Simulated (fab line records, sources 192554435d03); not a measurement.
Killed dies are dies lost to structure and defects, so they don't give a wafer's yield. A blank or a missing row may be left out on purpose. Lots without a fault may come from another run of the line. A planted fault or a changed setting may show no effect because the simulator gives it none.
A struck lot beside a sound one | flow n5_finfet | 36 steps out of a route of 1938
Sound: wafers L267.1, L267.4, L267.6. Struck: wafer L273.2. (L273.6 of the same lot was not struck and is left out.) The cause comes at the end.
At each step with rows: each side's tool, then ch and its chambers, then its first start. Under that, the readings that differ: sound wafers | struck wafers | difference of the means | sigmas: that difference in standard deviations of wafers without a fault.
alike: readings whose means differ by less than 2 such deviations, and words and numbers that are the same on both sides. not compared: withheld readings, readings that some wafer has no value for, bounds like >300 that may hide the same value, and numbers for which the record gives no deviation and whose values overlap.
The two part at a step that has a row with sigmas, a row that says differs or no value, or rows on one side only. Numbers that don't overlap but have no deviation are shown without sigmas and don't part them. A reading that every wafer of one side lacks parts them only if that side has two wafers or more.

first, 9 steps without rows for these wafers: N5_BEOL_M4_ANNEAL_95 (time 240 s); N5_BEOL_M4_SPUTTER_96 (material Cu, target thk 4.5 nm, time 8.29 s); N5_BEOL_M4_ECD_50 (material Cu, target thk 300 nm); N5_BEOL_M4_ANNEAL_51 (time 90 s); N5_BEOL_M4_CMP_52 (polishes, stops on SiOC, t overpolish 6.8 s, target thk 40 nm); N5_BEOL_M4_PRE_CLEAN_60 (time 15 s); N5_BEOL_M4_CO_CAP_55 (material Co, precursor CCTBA/H2, target thk 2 nm, time 102.1 s); N5_BEOL_M4_PRE_CLEAN_56 (time 15 s); N5_BEOL_M4_DEP_57 (deposits SiCN from 3MS/NH3, target thk 8 nm, time 14 s).
N5_BEOL_M4_RC_MEAS_101:
  sound on prober-01 ch 0, day 9 22:18; struck on prober-01 ch 0, day 11 07:02
  reading       | sound          | struck | difference | sigmas
  ION_P (uA/um) | 472 477 473    | 458    | -16        | -2
  VT_P (mV)     | -246 -247 -245 | -253   | -7         | -2
  alike: DIBL_N, DIBL_P, IOFF_N, IOFF_P, ION_N, SS_N, SS_P, VT_N
then, 24 steps without rows for these wafers: N5_BEOL_M5_ILD_DEP_00 (deposits SiCOH lowk from DEMS/porogen, target thk 140.64 nm, time 25.9 s); N5_BEOL_M5_CURE_79 (cures SiCOH lowk, time 240 s); N5_BEOL_M5_PECVD_70 (deposits SiO2 from TEOS/O2, target thk 16 nm, time 18 s); N5_BEOL_M5_HM_DEP_02 (deposits TiN, target thk 20 nm); N5_BEOL_M5_COAT_59 (time 60 s, resist thk 60 nm); N5_BEOL_M5_COAT_60 (time 60 s, resist thk 12 nm); N5_BEOL_M5_COAT_71 (time 60 s, resist thk 5 nm); N5_BEOL_M5_COAT_05 (resist thk 30 nm); N5_BEOL_M5_EBR_07; N5_BEOL_M5_SOFTBAKE_06 (time 60 s); N5_BEOL_M5_EXPOSE_08 (exposes mask M5, target cd 28 nm); N5_BEOL_M5_PEB_09 (peb time 60 s); N5_BEOL_M5_DEVELOP_10 (develop time 30 s); N5_BEOL_M5_DESCUM_16 (chemistry O2, time 7 s); N5_BEOL_M5_ETCH_72 (etches underlayer in N2/H2, target depth 6.5 nm, time 5.2 s); N5_BEOL_M5_ETCH_61 (etches SiARC in CF4, target depth 15.6 nm, time 26 s); N5_BEOL_M5_ETCH_62 (etches SOC in N2/H2, target depth 75 nm, overetch 15 nm, time 112.5 s); N5_BEOL_M5_STRIP_63 (strips in N2/H2); N5_BEOL_M5_STRIP_73 (strips in N2/H2); N5_BEOL_M5_STRIP_64 (strips in CF4); N5_BEOL_M5_HM_OPEN_17 (chemistry Cl2/BCl3, target TiN, target depth 20 nm, overetch 6 nm); N5_BEOL_M5_STRIP_19 (strips in O2); N5_BEOL_M5_COAT_65 (time 60 s, resist thk 60 nm); N5_BEOL_M5_COAT_66 (time 60 s, resist thk 12 nm).
-- the record jumps here: 3 days lie between the struck wafers' starts before and after (it left off in module BEOL_M5 and takes up again in module BEOL_M11, whose first step shown is number 1575 of the route) --
N5_BEOL_M11_VIA_ETCH_34: etches SiCOH lowk in C4F6/O2, target depth 184.5 nm, time 69.2 s.
  sound on rie_diel-05 ch 1,2,3, day 12 17:40; struck on rie_diel-05 ch 2, day 14 02:45
  reading                                   | sound             | struck | difference | sigmas
  run_length_s (s)                          | 92.7 92.0 93.0    | 69.8   | -22.8      | -65
  model.etch.depth_nm (nm)                  | 181.6 188.5 187.5 | 130.1  | -55.8      |
  model.SOC_of_BEOL_M11_COAT_63.thk_nm (nm) | 92.4 91.8 91.8    | 94.6   | +2.6       |
  alike: O2_flow_sccm, drypump_motor_current_A, oes_ar_750_au, oes_product_au, rf_vpp_V, showerhead_plenum_p_Torr, throttle_valve_pct
  not compared: rf_hours_counter_h
N5_PASSIVATION_PROBE_49:
  the record has rows for the struck wafers here (prober-02, day 15 17:35) and none for the sound ones

WHERE THEY PART
First at N5_BEOL_M4_RC_MEAS_101; last, within this record, at N5_PASSIVATION_PROBE_49.

WHY: what the simulator had put in
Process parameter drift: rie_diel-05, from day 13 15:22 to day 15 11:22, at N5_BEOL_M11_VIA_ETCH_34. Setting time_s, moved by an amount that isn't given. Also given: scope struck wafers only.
